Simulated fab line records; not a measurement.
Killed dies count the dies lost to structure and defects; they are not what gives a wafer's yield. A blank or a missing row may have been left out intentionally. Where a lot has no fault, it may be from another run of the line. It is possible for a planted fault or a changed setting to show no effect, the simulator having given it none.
fab line records -- flow nand_harc
record lots=6, wafers=18, last_day=24
route steps=1159 shown P_GATE@143 END@1159
lots untouched by any fault: they come from a run of this same line in which no faults occurred
start_h: the number of hours between the record's first day and the start of the first shown wafer of the lot -- wait_h: hours from the lot's prior step to this one -- " unchanged from the row above -- L1.1+2: a row that stands for several wafers -- - no value, or no start given -- * or withheld: withheld -- < > ~ a bound
route shown NAME@n: NAME is a module with steps in the file, n the number in the route of the first one -- usual: the fault-free wafers' mean and standard deviation -- same: alike in all rows -- chamber/n: place in a boat -- sites: each site's reading -- _std_site: their standard deviation -- _edge_site: mean of outer sites minus mean of inner sites -- radius_mm: for every site, how far away it sits from the centre of the wafer -- mask NAME#n: copy n -- behind: the last tool/chamber to shape the wafer -- hold: the reason the lot was held/the length of the hold in hours/how it ended -- device: whichever transistor did not switch (one of n, p or np) -- end of line: the route-end tests of the same wafers -- a step with no rows: only its recipe -- killed: dies lost to structure and defects at the first sort, not the wafer's yield -- map: shows each die of a wafer: x if killed, . if not, _ if none is there
set.NAME: the setting as run; set.NAME@STEP: as run at that earlier step -- model.NAME: the simulator's own value behind a step, which no gauge read
a table for each step, a row for each wafer; lots at some steps of the route
services: when a tool's chamber went out of use (start_h, in hours from the record's first day, below 0 if earlier), for how many hours, and the reason
## steps
# step NHARC_P_GATE_INSPECT_28
# usual raw_defect_count=6.1/3
lot.wafer,tool,chamber,start_h,wait_h,raw_defect_count
L290.1,defect_inspect-01,-,165.24,0.0,4
L290.2,defect_inspect-01,-,165.24,0.0,4
L290.3,defect_inspect-01,-,165.24,0.0,9
L288.2,defect_inspect-02,-,166.57,0.0,1
L288.4,defect_inspect-02,-,166.57,0.0,4
L288.6,defect_inspect-02,-,166.57,0.0,5
L291.1,defect_inspect-01,-,174.27,0.0,0
L291.2,defect_inspect-01,-,174.27,0.0,6
L291.5,defect_inspect-01,-,174.27,0.0,6
L293.4,defect_inspect-01,-,186.59,0.0,3
L293.5,defect_inspect-01,-,186.59,0.0,7
L293.6,defect_inspect-01,-,186.59,0.0,3
L298.1,defect_inspect-01,-,214.54,0.0,4
L298.3,defect_inspect-01,-,214.54,0.0,1
L298.5,defect_inspect-01,-,214.54,0.0,8
L300.4,defect_inspect-01,-,232.61,0.0,4
L300.5,defect_inspect-01,-,232.61,0.0,5
L300.6,defect_inspect-01,-,232.61,0.0,9
# step NHARC_P_GATE_DESCUM_31
# recipe time_s=3, o2_flow_sccm=200, ar_flow_sccm=0, bias_power_w=0, chemistry=O2
# usual drypump_motor_current_A=5.8/0.47, oes_product_au=0.997/0.01, rf_vpp_V=57.9/0.86, showerhead_plenum_p_Torr=1.96/0.077, throttle_valve_pct=11.311/0.009
lot.wafer,tool,chamber,start_h,wait_h,drypump_motor_current_A,oes_product_au,rf_hours_counter_h,rf_vpp_V,showerhead_plenum_p_Torr,throttle_valve_pct
L290.3,rie_diel-09,0,165.30,0.1,5.8,0.978,27,58.7,1.80,11.310
L290.1,rie_diel-09,2,165.30,0.1,5.3,0.999,27,57.6,2.00,11.311
L290.2,rie_diel-09,3,165.30,0.1,5.3,0.987,27,57.6,1.98,11.299
L288.2,rie_diel-13,2,166.64,0.1,6.3,0.988,22,57.3,1.84,11.296
L288.4,rie_diel-13,0,166.64,0.1,5.9,0.988,20,58.0,1.97,11.295
L288.6,rie_diel-13,2,166.64,0.1,6.3,0.999,-,57.6,1.84,11.315
L291.2,rie_diel-12,1,174.34,0.1,6.2,0.990,23,58.7,1.99,11.317
L291.1,rie_diel-12,3,174.34,0.1,5.2,0.996,25,57.9,2.02,11.311
L291.5,rie_diel-12,0,174.34,0.1,5.4,0.995,-,57.5,1.90,11.311
L293.4,rie_diel-12,1,186.67,0.1,6.2,1.006,25,58.6,1.99,11.304
L293.5,rie_diel-12,2,186.67,0.1,6.3,1.017,-,58.4,2.05,11.324
L293.6,rie_diel-12,3,186.67,0.1,5.2,1.012,-,58.9,2.02,11.320
L298.3,rie_diel-09,3,214.61,0.1,5.3,0.999,51,57.7,1.97,11.310
L298.1,rie_diel-09,1,214.61,0.1,6.8,0.995,44,57.9,1.91,11.306
L298.5,rie_diel-09,3,214.61,0.1,5.3,0.999,-,56.4,1.97,11.322
L300.4,rie_diel-13,2,232.69,0.1,6.4,1.002,46,56.2,1.83,11.313
L300.5,rie_diel-13,3,232.69,0.1,5.4,1.019,-,57.5,1.90,11.304
L300.6,rie_diel-13,0,232.69,0.1,5.9,1.003,-,57.7,1.96,11.315
# step NHARC_P_GATE_ETCH_104
# recipe target_depth_a=600, time_s=withheld, cf4_flow_sccm=100, chf3_flow_sccm=30, ar_flow_sccm=0, rf_w=500, bias_w=200, chemistry=CF4/CHF3
# step NHARC_P_GATE_HM_OPEN_105
# recipe target_depth_a=3600, o2_flow_sccm=400, cos_flow_sccm=20, ar_flow_sccm=0, rf_w=500, bias_w=300, chemistry=O2/COS
# usual bias_w=299.9/0.81, drypump_motor_current_A=5.8/0.48, oes_product_au=0.997/0.0092, rf_fwd_power_W=497.7/1.6, rf_vpp_V=468.5/2.5, showerhead_plenum_p_Torr=3.18/0.12, throttle_valve_pct=28.329/0.0091
lot.wafer,tool,chamber,start_h,wait_h,bias_w,drypump_motor_current_A,oes_product_au,rf_fwd_power_W,rf_hours_counter_h,rf_vpp_V,showerhead_plenum_p_Torr,throttle_valve_pct
L290.2,rie_diel-09,0,-,-,299.6,5.8,0.980,497.2,27,462.9,2.95,28.333
L290.3,rie_diel-09,2,-,-,300.3,5.4,1.002,497.5,27,469.9,3.26,28.335
L290.1,rie_diel-09,3,-,-,300.7,5.3,0.989,500.1,27,469.2,3.22,28.329
L288.2,rie_diel-13,2,-,-,300.5,6.3,0.985,498.8,22,464.9,3.01,28.318
L288.4,rie_diel-13,0,-,-,298.9,5.9,0.984,497.4,20,469.8,3.21,28.336
L288.6,rie_diel-13,1,-,-,300.6,5.7,0.983,498.3,-,472.4,3.36,28.321
L291.2,rie_diel-12,2,-,-,299.5,6.3,1.012,493.7,24,471.4,3.34,28.338
L291.1,rie_diel-12,1,-,-,300.1,6.1,0.990,500.1,23,470.5,3.24,28.302
L291.5,rie_diel-12,2,-,-,300.3,6.3,1.009,493.3,-,472.7,3.34,28.321
L293.4,rie_diel-12,1,-,-,299.7,6.2,1.006,496.1,25,470.1,3.24,28.356
L293.5,rie_diel-12,3,-,-,299.5,5.2,0.993,498.2,-,470.1,3.28,28.327
L293.6,rie_diel-12,0,-,-,299.8,5.4,1.004,498.3,-,467.7,3.10,28.322
L298.3,rie_diel-09,0,-,-,299.6,5.8,0.987,500.6,50,464.0,2.94,28.317
L298.1,rie_diel-09,2,-,-,300.2,5.4,1.002,496.8,45,469.5,3.25,28.321
L298.5,rie_diel-09,3,-,-,299.1,5.3,1.001,497.1,-,469.2,3.21,28.307
L300.4,rie_diel-13,3,-,-,299.9,5.4,1.007,496.4,-,468.2,3.11,28.308
L300.6,rie_diel-13,0,-,-,300.7,5.9,1.002,498.5,-,467.6,3.20,28.334
L300.5,rie_diel-13,2,-,-,299.1,6.3,0.989,498.1,-,464.0,3.00,28.310
# step NHARC_P_GATE_STRIP_106
# recipe o2_flow_sccm=400, cos_flow_sccm=20, ar_flow_sccm=0, bias_w=0, chemistry=O2/COS
# step NHARC_P_GATE_ETCH_114
# recipe target_depth_a=300, overetch_a=30, time_s=16.5, ion_energy_ev=100, cf4_flow_sccm=80, o2_flow_sccm=20, ar_flow_sccm=0, rf_w=300, bias_w=100, chemistry=CF4/O2
# usual bias_w=100.0/0.31, drypump_motor_current_A=5.8/0.49, oes_f_703_au=1.000/0.0045, oes_product_au=0.998/0.011, rf_fwd_power_W=293.5/1.4, rf_vpp_V=198.4/1.3, showerhead_plenum_p_Torr=1.36/0.054, throttle_valve_pct=13.398/0.0085
lot.wafer,tool,chamber,start_h,wait_h,bias_w,drypump_motor_current_A,oes_f_703_au,oes_product_au,rf_fwd_power_W,rf_hours_counter_h,rf_vpp_V,showerhead_plenum_p_Torr,throttle_valve_pct
L290.3,rie_diel-09,1,-,-,100.4,6.8,1.006,0.994,291.2,27,198.6,1.34,13.396
L290.1,rie_diel-09,3,-,-,100.2,5.3,1.003,0.989,291.9,27,199.7,1.38,13.409
L290.2,rie_diel-09,0,-,-,99.9,5.8,1.002,0.982,294.1,27,196.2,1.26,13.403
L288.2,rie_diel-13,2,-,-,100.7,6.3,1.009,1.006,292.6,22,196.5,1.29,13.377
L288.4,rie_diel-13,0,-,-,100.0,5.9,0.995,1.007,292.1,20,199.0,1.37,13.389
L288.6,rie_diel-13,1,-,-,99.9,5.7,0.999,0.992,292.8,-,200.6,1.44,13.398
L291.2,rie_diel-12,3,-,-,100.2,5.2,0.995,0.994,292.7,25,199.5,1.41,13.388
L291.1,rie_diel-12,1,-,-,100.2,6.2,0.994,0.985,295.7,23,198.1,1.39,13.398
L291.5,rie_diel-12,3,-,-,100.5,5.2,1.004,1.010,292.9,-,198.5,1.41,13.420
L293.4,rie_diel-12,1,-,-,100.0,6.2,1.001,1.013,295.9,25,199.0,1.39,13.403
L293.6,rie_diel-12,1,-,-,100.2,6.2,1.006,0.997,297.4,-,198.7,1.39,13.375
L293.5,rie_diel-12,2,-,-,99.7,6.3,0.996,1.009,291.7,-,199.8,1.43,13.385
L298.3,rie_diel-09,1,-,-,100.5,6.8,1.004,0.984,291.8,44,198.5,1.33,13.407
L298.1,rie_diel-09,2,-,-,100.5,5.3,0.998,1.003,292.5,45,198.5,1.39,13.408
L298.5,rie_diel-09,0,-,-,99.9,5.7,0.998,0.986,293.8,-,194.7,1.26,13.393
L300.6,rie_diel-13,2,-,-,100.3,6.3,1.004,1.005,294.2,-,197.1,1.28,13.395
L300.4,rie_diel-13,3,-,-,100.0,5.4,1.005,1.011,294.7,-,197.9,1.33,13.397
L300.5,rie_diel-13,0,-,-,100.0,5.9,1.003,1.006,294.1,-,198.4,1.37,13.398
# step NHARC_P_GATE_ETCH_32
# recipe target_depth_a=1500, over_etch_frac=1, over_etch_ion_energy_ev=40, time_s=100.1, hbr_flow_sccm=150, cl2_flow_sccm=50, rf_w=400, icp_w=400, bias_w=100, chemistry=HBr/Cl2
# usual bias_w=100.02/0.28, drypump_motor_current_A=5.9/0.35, oes_product_au=1.001/0.0094, rf_fwd_power_W=397.3/1.3, throttle_valve_pct=26.406/0.01
lot.wafer,tool,chamber,start_h,wait_h,bias_w,drypump_motor_current_A,oes_product_au,rf_fwd_power_W,rf_hours_counter_h,throttle_valve_pct
L290.2,rie_si-02,3,165.81,-,100.31,6.5,1.006,397.6,1.2,26.398
L290.1,rie_si-02,0,165.81,-,99.64,5.6,0.994,395.9,0.9,26.403
L290.3,rie_si-02,2,165.81,-,99.75,6.1,0.990,398.7,1.3,26.414
L288.2,rie_si-02,3,167.23,-,99.72,6.5,1.007,396.1,1.3,26.422
L288.4,rie_si-02,0,167.23,-,100.46,5.6,0.994,396.5,-,26.418
L288.6,rie_si-02,2,167.23,-,100.05,6.1,0.994,398.8,-,26.414
L291.1,rie_si-02,3,174.82,-,100.09,6.4,1.007,398.7,1.3,26.394
L291.2,rie_si-02,0,174.82,-,100.04,5.6,0.986,396.3,1.1,26.407
L291.5,rie_si-02,3,174.82,-,100.01,6.5,1.004,396.9,-,26.403
L293.4,rie_si-03,2,187.13,-,99.93,6.2,0.998,394.3,0.2,26.410
L293.6,rie_si-03,1,187.13,-,99.82,6.0,1.004,395.2,-,26.410
L293.5,rie_si-03,2,187.13,-,100.25,6.1,0.992,395.2,-,26.400
L298.1,rie_si-03,0,215.18,-,99.77,6.0,1.001,397.4,0.5,26.417
L298.3,rie_si-03,1,215.18,-,99.97,6.1,1.004,399.0,0.5,26.387
L298.5,rie_si-03,1,215.18,-,100.45,6.1,1.010,399.3,-,26.390
L300.4,rie_si-04,2,233.17,-,100.37,5.8,1.027,397.2,1.0,26.409
L300.6,rie_si-04,2,233.17,-,100.00,5.8,1.020,396.6,-,26.415
L300.5,rie_si-04,3,233.17,-,100.52,5.7,1.000,397.5,-,26.409
# step NHARC_P_GATE_STRIP_108
# recipe o2_flow_sccm=500, ar_flow_sccm=0, bias_w=0, chemistry=O2
# usual drypump_motor_current_A=5.8/0.49, oes_product_au=0.999/0.011, rf_vpp_V=58.1/0.81, showerhead_plenum_p_Torr=3.63/0.12, throttle_valve_pct=17.036/0.0088
# same bias_w=0
lot.wafer,tool,chamber,start_h,wait_h,drypump_motor_current_A,oes_product_au,rf_hours_counter_h,rf_vpp_V,showerhead_plenum_p_Torr,throttle_valve_pct
L290.2,rie_diel-13,1,166.01,-,5.7,0.994,21,58.2,3.80,17.041
L290.1,rie_diel-13,2,166.01,-,6.3,0.998,22,57.3,3.40,17.037
L290.3,rie_diel-13,3,166.01,-,5.4,1.022,20,56.8,3.53,17.042
L288.2,rie_diel-12,1,167.42,-,6.2,0.984,22,57.7,3.66,17.035
L288.4,rie_diel-12,3,167.42,-,5.2,0.993,24,57.4,3.71,17.041
L288.6,rie_diel-12,2,167.42,-,6.3,1.011,-,57.7,3.77,17.032
L291.1,rie_diel-12,3,174.97,-,5.3,1.000,25,58.1,3.71,17.031
L291.2,rie_diel-12,0,174.97,-,5.3,1.001,23,57.5,3.51,17.047
L291.5,rie_diel-12,0,174.97,-,5.4,0.998,-,57.8,3.51,17.032
L293.4,rie_diel-12,2,187.27,-,6.3,1.002,25,58.3,3.77,17.020
L293.6,rie_diel-12,2,187.27,-,6.3,1.006,-,58.7,3.77,17.051
L293.5,rie_diel-12,3,187.27,-,5.3,0.997,-,57.8,3.71,17.038
L298.3,rie_diel-09,2,215.34,-,5.4,0.995,45,56.9,3.67,17.039
L298.1,rie_diel-09,1,215.34,-,6.8,0.985,44,57.7,3.52,17.034
L298.5,rie_diel-09,3,215.34,-,5.3,0.998,-,56.9,3.63,17.043
L300.4,rie_diel-12,2,233.39,-,6.3,1.004,4,57.0,3.76,17.039
L300.5,rie_diel-12,3,233.39,-,5.2,0.998,-,57.3,3.70,17.042
L300.6,rie_diel-12,0,233.39,-,5.4,0.998,-,57.9,3.50,17.017
# step NHARC_P_GATE_CD_MEAS_33
# usual cd_nm=121.3/2.5
lot.wafer,tool,chamber,start_h,wait_h,cd_nm
L290.1,cd_sem-01,-,166.17,-,121.8
L290.2,cd_sem-01,-,166.17,-,123.8
L290.3,cd_sem-01,-,166.17,-,119.1
L288.2,cd_sem-01,-,167.60,-,118.1
L288.4,cd_sem-01,-,167.60,-,118.0
L288.6,cd_sem-01,-,167.60,-,122.6
L291.1,cd_sem-02,-,175.14,-,119.9
L291.2,cd_sem-02,-,175.14,-,118.0
L291.5,cd_sem-02,-,175.14,-,122.4
L293.4,cd_sem-01,-,187.46,-,117.4
L293.5,cd_sem-01,-,187.46,-,123.2
L293.6,cd_sem-01,-,187.46,-,122.0
L298.1,cd_sem-01,-,215.52,-,119.5
L298.3,cd_sem-01,-,215.52,-,120.5
L298.5,cd_sem-01,-,215.52,-,122.9
L300.4,cd_sem-02,-,233.53,-,121.2
L300.5,cd_sem-02,-,233.53,-,122.3
L300.6,cd_sem-02,-,233.53,-,119.5
# step NHARC_P_GATE_STRIP_35
# recipe time_s=600, temp_c=130, chemistry=SPM
# step NHARC_P_GATE_PRECLEAN_73
# recipe time_s=*, temp_c=50, bath_age_min=0, chemistry=SC1
# step NHARC_P_GATE_SRD_74
# step NHARC_P_GATE_ALD_36
# recipe target_thk_a=200, pulse_time_s=60, ald_cycles=223, temp_c=400, material=SiNx
# usual ald_cycles=223/0, heater_power_outer_w=531/58, heater_power_w=878/81, precursor_pulse_height_rel=1.000/0.019
lot.wafer,tool,chamber,start_h,wait_h,ald_cycles,heater_power_outer_w,heater_power_w,precursor_pulse_height_rel
L290.1,ald_sin-04,1,166.63,-,223,558,877,0.968
L290.3,ald_sin-04,2,167.70,-,223,544,901,1.022
L290.2,ald_sin-04,3,168.77,-,223,507,799,1.004
L288.2,ald_sin-04,1,174.11,-,-,-,-,-
L288.4,ald_sin-04,2,175.16,-,-,-,-,-
L288.6,ald_sin-04,1,178.32,-,-,-,-,-
L291.1,ald_sin-02,2,176.67,-,-,-,-,-
L291.2,ald_sin-02,0,178.76,-,-,-,-,-
L291.5,ald_sin-02,2,180.86,-,-,-,-,-
L293.4,ald_sin-04,1,188.00,-,223,550,889,1.012
L293.5,ald_sin-04,1,192.27,-,223,562,877,1.033
L293.6,ald_sin-04,2,193.34,-,223,536,907,1.010
L298.3,ald_sin-02,1,217.03,-,223,519,829,1.008
L298.1,ald_sin-02,2,218.08,-,223,535,898,1.018
L298.5,ald_sin-02,1,221.25,-,223,536,873,1.020
L300.4,ald_sin-01,3,233.98,-,223,444,744,0.987
L300.5,ald_sin-01,3,238.23,-,223,441,778,1.020
L300.6,ald_sin-01,0,239.29,-,223,551,895,0.997
# step NHARC_P_GATE_ETCHBACK_37
# recipe target_depth_a=345, time_s=17.2, chf3_flow_sccm=50, o2_flow_sccm=10, ar_flow_sccm=200, rf_w=500, bias_w=200, chemistry=CHF3/O2
# step NHARC_END_SORT_01
# recipe temp_c=25
# usual killed_at_array=29/9.4, killed_at_other=0.7/1.3, killed_at_periphery=2.9/2.1, killed_dies=32/9, killed_open=3.3/1.8, killed_short=1.9/1.4
# same gross_dies=677
lot.wafer,tool,chamber,start_h,wait_h,killed_at_array,killed_at_other,killed_at_periphery,killed_dies,killed_open,killed_short
L290.1,prober-01,0,518.77,2.5,15,4,3,22,1,6
L290.2,prober-01,0,519.58,2.8,18,1,6,25,5,4
L290.3,prober-01,0,520.38,3.1,20,1,3,24,3,2
L288.2,prober-02,0,520.32,2.8,33,0,644,677,1,1
L288.4,prober-02,0,521.92,3.4,30,0,647,677,2,1
L288.6,prober-02,0,523.52,4.0,37,0,640,677,3,1
L291.1,prober-02,0,555.74,2.5,37,0,640,677,2,2
L291.2,prober-02,0,556.54,2.8,46,0,631,677,5,0
L291.5,prober-02,0,558.93,3.7,39,0,638,677,1,2
L293.4,prober-01,0,558.22,3.4,25,1,2,28,3,3
L293.5,prober-01,0,559.03,3.7,30,2,4,36,0,0
L293.6,prober-01,0,559.83,4.0,27,1,2,30,6,3
L298.1,prober-01,0,571.44,2.5,52,0,3,55,1,0
L298.3,prober-01,0,573.04,3.1,52,0,1,53,1,2
L298.5,prober-01,0,574.64,3.7,48,0,3,51,4,1
L300.4,prober-02,0,581.80,3.4,41,0,2,43,3,1
L300.5,prober-02,0,582.60,3.7,22,1,0,23,2,1
L300.6,prober-02,0,583.39,4.0,30,0,1,31,6,1
# killed by level:class
L290.1 A_CONTACT:chamber_film_flake=6 A_CHANNEL_HOLE_D1:chamber_film_flake=5 STARTING-WAFER:geometric_particle:short=2 THIN_TSV:chamber_film_flake=2 P_CONTACT:geometric_particle:short=1 P_M0:geometric_particle:short=1 A_ONON_D1:geometric_particle:short=1 A_CONTACT:geometric_particle:short=1
L290.2 A_CHANNEL_HOLE_D1:chamber_film_flake=6 A_CONTACT:chamber_film_flake=3 P_BONDPAD:chamber_film_flake=2 P_STI:geometric_particle:short=1 P_CONTACT:geometric_particle:short=1 P_M0:geometric_particle:short=1 P_M1:geometric_particle:short=1 A_CHANNEL_HOLE_D1:geometric_particle:open=1
L288.2 P_GATE:area_ald=644 A_CHANNEL_HOLE_D1:chamber_film_flake=17 A_SLIT:chamber_film_flake=12 A_CHANNEL_FILL_D1:chamber_film_flake=2 A_SOURCE_PLATE:geometric_particle:short=1 A_ONON_D1:geometric_particle:open=1
L290.3 A_CHANNEL_HOLE_D1:chamber_film_flake=5 A_CONTACT:chamber_film_flake=4 A_STAIRCASE:chamber_film_flake=3 A_CONTACT:geometric_particle:short=2 P_BONDPAD:chamber_film_flake=2 A_SGD_CUT:chamber_film_flake=2 P_M1:geometric_particle:open=1 A_CONTACT:geometric_particle:open=1
L288.4 P_GATE:area_ald=645 A_SLIT:chamber_film_flake=14 A_CHANNEL_HOLE_D1:chamber_film_flake=10 A_CHANNEL_FILL_D1:chamber_film_flake=2 A_WL_FILL:chamber_film_flake=2 P_CONTACT:geometric_particle:open=1 P_M2:geometric_particle:open=1 A_WL_FILL:geometric_particle:short=1
L288.6 P_GATE:area_ald=640 A_SLIT:chamber_film_flake=17 A_CHANNEL_HOLE_D1:chamber_film_flake=14 A_ONON_D1:geometric_particle:open=1 A_CHANNEL_FILL_D1:geometric_particle:open=1 A_SGD_CUT:geometric_particle:open=1 A_WL_FILL:geometric_particle:short=1 A_CHANNEL_FILL_D1:chamber_film_flake=1
L291.1 P_GATE:area_ald=638 A_SLIT:chamber_film_flake=17 A_CHANNEL_HOLE_D1:chamber_film_flake=15 A_CONTACT:chamber_film_flake=3 P_M0:geometric_particle:open=1 P_M0:geometric_particle:short=1 A_ONON_D1:geometric_particle:open=1 A_M0:geometric_particle:short=1
L291.2 P_GATE:area_ald=629 A_SLIT:chamber_film_flake=21 A_CHANNEL_HOLE_D1:chamber_film_flake=13 A_CONTACT:chamber_film_flake=7 P_M0:geometric_particle:open=2 A_CHANNEL_HOLE_D1:geometric_particle:open=1 A_SGD_CUT:geometric_particle:open=1 A_CONTACT:geometric_particle:open=1
L293.4 A_SLIT:chamber_film_flake=15 A_CHANNEL_HOLE_D1:chamber_film_flake=4 A_BLC:geometric_particle:short=2 P_M1:geometric_particle:open=1 A_WL_FILL:geometric_particle:open=1 A_CONTACT:geometric_particle:short=1 A_CONTACT:geometric_particle:open=1 P_ZERO_WELL:chamber_film_flake=1
L291.5 P_GATE:area_ald=636 A_SLIT:chamber_film_flake=17 A_CHANNEL_HOLE_D1:chamber_film_flake=12 A_CONTACT:chamber_film_flake=5 A_BLC:chamber_film_flake=2 P_M1:geometric_particle:short=1 A_ONON_D1:geometric_particle:open=1 A_WL_FILL:geometric_particle:short=1
L293.5 A_SLIT:chamber_film_flake=16 A_CHANNEL_HOLE_D1:chamber_film_flake=12 P_ZERO_WELL:chamber_film_flake=2 P_GATE:chamber_film_flake=2 THIN_TSV:chamber_film_flake=2 A_STAIRCASE:chamber_film_flake=1 A_CONTACT:chamber_film_flake=1
L293.6 A_SLIT:chamber_film_flake=10 A_CHANNEL_HOLE_D1:chamber_film_flake=9 A_WL_FILL:geometric_particle:open=2 P_CONTACT:geometric_particle:short=1 P_M1:geometric_particle:open=1 A_ONON_D1:geometric_particle:open=1 A_ONON_D1:geometric_particle:short=1 A_CHANNEL_HOLE_D1:geometric_particle:open=1
L298.1 A_CHANNEL_HOLE_D1:chamber_film_flake=28 A_SLIT:chamber_film_flake=22 A_M0:geometric_particle:open=1 P_ZERO_WELL:chamber_film_flake=1 P_STI:chamber_film_flake=1 P_GATE:chamber_film_flake=1 A_WL_FILL:chamber_film_flake=1
L298.3 A_CHANNEL_HOLE_D1:chamber_film_flake=24 A_SLIT:chamber_film_flake=24 P_GATE:geometric_particle:open=1 A_CHANNEL_FILL_D1:geometric_particle:short=1 A_M0:geometric_particle:short=1 A_STAIRCASE:chamber_film_flake=1 A_CONTACT:chamber_film_flake=1
L298.5 A_CHANNEL_HOLE_D1:chamber_film_flake=24 A_SLIT:chamber_film_flake=20 P_ZERO_WELL:chamber_film_flake=2 P_M1:geometric_particle:open=1 A_CHANNEL_HOLE_D1:geometric_particle:open=1 A_SGD_CUT:geometric_particle:open=1 A_BLC:geometric_particle:open=1 A_M0:geometric_particle:short=1
L300.4 A_SLIT:chamber_film_flake=20 A_CONTACT:chamber_film_flake=8 A_STAIRCASE:chamber_film_flake=3 A_CHANNEL_HOLE_D1:chamber_film_flake=2 A_M1:chamber_film_flake=2 P_GATE:geometric_particle:open=1 P_CONTACT:geometric_particle:short=1 A_ONON_D1:geometric_particle:open=1
L300.5 A_SLIT:chamber_film_flake=13 A_CONTACT:chamber_film_flake=3 A_WL_FILL:chamber_film_flake=2 A_CHANNEL_FILL_D1:geometric_particle:short=1 A_WL_FILL:geometric_particle:open=1 STARTING-WAFER:geometric_particle:open=1 A_CHANNEL_HOLE_D1:unspecified=1 A_STAIRCASE:chamber_film_flake=1
L300.6 A_SLIT:chamber_film_flake=14 A_CHANNEL_HOLE_D1:unspecified=3 A_WL_FILL:geometric_particle:open=2 A_WL_FILL:chamber_film_flake=2 A_CONTACT:chamber_film_flake=2 P_GATE:geometric_particle:open=1 A_CHANNEL_HOLE_D1:geometric_particle:short=1 A_CHANNEL_FILL_D1:geometric_particle:open=1
# map L288.2 (x killed, . not)
____________x____________
_________xxxxxxx_________
_______xxxxxxxxxxx_______
______xxxxxxxxxxxxx______
_____xxxxxxxxxxxxxxx_____
____xxxxxxxxxxxxxxxxx____
____xxxxxxxxxxxxxxxxx____
___xxxxxxxxxxxxxxxxxxx___
___xxxxxxxxxxxxxxxxxxx___
__xxxxxxxxxxxxxxxxxxxxx__
__xxxxxxxxxxxxxxxxxxxxx__
_xxxxxxxxxxxxxxxxxxxxxxx_
_xxxxxxxxxxxxxxxxxxxxxxx_
_xxxxxxxxxxxxxxxxxxxxxxx_
_xxxxxxxxxxxxxxxxxxxxxxx_
_xxxxxxxxxxxxxxxxxxxxxxx_
xxxxxxxxxxxxxxxxxxxxxxxxx
xxxxxxxxxxxxxxxxxxxxxxxxx
xxxxxxxxxxxxxxxxxxxxxxxxx
xxxxxxxxxxxxxxxxxxxxxxxxx
xxxxxxxxxxxxxxxxxxxxxxxxx
_xxxxxxxxxxxxxxxxxxxxxxx_
_xxxxxxxxxxxxxxxxxxxxxxx_
_xxxxxxxxxxxxxxxxxxxxxxx_
_xxxxxxxxxxxxxxxxxxxxxxx_
_xxxxxxxxxxxxxxxxxxxxxxx_
__xxxxxxxxxxxxxxxxxxxxx__
__xxxxxxxxxxxxxxxxxxxxx__
___xxxxxxxxxxxxxxxxxxx___
___xxxxxxxxxxxxxxxxxxx___
____xxxxxxxxxxxxxxxxx____
____xxxxxxxxxxxxxxxxx____
_____xxxxxxxxxxxxxxx_____
______xxxxxxxxxxxxx______
_______xxxxxxxxxxx_______
_________xxxxxxx_________
____________x____________
# map L291.1 (x killed, . not)
____________x____________
_________xxxxxxx_________
_______xxxxxxxxxxx_______
______xxxxxxxxxxxxx______
_____xxxxxxxxxxxxxxx_____
____xxxxxxxxxxxxxxxxx____
____xxxxxxxxxxxxxxxxx____
___xxxxxxxxxxxxxxxxxxx___
___xxxxxxxxxxxxxxxxxxx___
__xxxxxxxxxxxxxxxxxxxxx__
__xxxxxxxxxxxxxxxxxxxxx__
_xxxxxxxxxxxxxxxxxxxxxxx_
_xxxxxxxxxxxxxxxxxxxxxxx_
_xxxxxxxxxxxxxxxxxxxxxxx_
_xxxxxxxxxxxxxxxxxxxxxxx_
_xxxxxxxxxxxxxxxxxxxxxxx_
xxxxxxxxxxxxxxxxxxxxxxxxx
xxxxxxxxxxxxxxxxxxxxxxxxx
xxxxxxxxxxxxxxxxxxxxxxxxx
xxxxxxxxxxxxxxxxxxxxxxxxx
xxxxxxxxxxxxxxxxxxxxxxxxx
_xxxxxxxxxxxxxxxxxxxxxxx_
_xxxxxxxxxxxxxxxxxxxxxxx_
_xxxxxxxxxxxxxxxxxxxxxxx_
_xxxxxxxxxxxxxxxxxxxxxxx_
_xxxxxxxxxxxxxxxxxxxxxxx_
__xxxxxxxxxxxxxxxxxxxxx__
__xxxxxxxxxxxxxxxxxxxxx__
___xxxxxxxxxxxxxxxxxxx___
___xxxxxxxxxxxxxxxxxxx___
____xxxxxxxxxxxxxxxxx____
____xxxxxxxxxxxxxxxxx____
_____xxxxxxxxxxxxxxx_____
______xxxxxxxxxxxxx______
_______xxxxxxxxxxx_______
_________xxxxxxx_________
____________x____________
## services
tool,chamber,start_h,hours,kind
ald_sin-02,0,146.93,9.0,repair
rie_diel-13,-,154.72,0.8,repair
rie_si-03,-,155.00,9.0,pm
rie_diel-12,0,156.93,-,clean
rie_diel-12,1,156.93,-,clean
rie_diel-12,2,156.93,-,clean
rie_diel-12,3,156.93,-,clean
rie_si-02,1,158.72,12.0,repair
ald_sin-01,3,161.29,5.1,repair
rie_diel-12,0,181.69,-,clean
rie_diel-12,1,181.69,-,clean
rie_diel-12,2,181.69,-,clean
rie_diel-12,3,181.69,-,clean
rie_si-03,-,188.42,0.1,repair
rie_diel-13,0,199.13,4.1,repair
rie_diel-12,-,202.40,9.0,pm
rie_diel-12,0,202.40,9.0,vent_cycle
rie_diel-12,1,202.40,9.0,vent_cycle
rie_diel-12,2,202.40,9.0,vent_cycle
rie_si-02,-,211.00,9.0,pm
rie_diel-12,3,225.81,4.9,repair
ald_sin-02,-,228.30,10.0,pm
rie_diel-13,1,232.74,8.7,repair
rie_diel-09,-,238.48,0.9,repair
## key
first_sign step=NHARC_P_GATE_ALD_36, reading=tool_record, direction=missing
effect step=NHARC_END_SORT_01, reading=killed_at_periphery, direction=up, sigmas=99+, usual=2.9, struck=640
more_kills_born_at NHARC_P_GATE_ALD_36@ald_sin-04=1929, NHARC_P_GATE_ALD_36@ald_sin-02=1903
met_at NHARC_P_GATE_ALD_36
struck_wafers L288.2,L288.4,L288.6,L291.1,L291.2,L291.5
later_rows_left_out L288.2,L288.4,L288.6,L291.1,L291.2,L291.5
tester_left_out L288,L291
onset_between 166.63 174.11
fault kind=skipped_step_whole, tool=ald_sin-02,ald_sin-04, chamber=-, onset_h=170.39, steps=NHARC_P_GATE_ALD_36, scope=struck_lots_only
# tester_left_out: of these lots the tester's yield and bins aren't shown, on N5 and GAA mostly nor the transistor test; their killed dies are dies lost to structure and defects alone, not to doping, threshold or leakage, so they don't give the yield
# later_rows_left_out: the simulator's readings of these wafers behind a module that went badly wrong aren't trusted and aren't shown, but for the sort
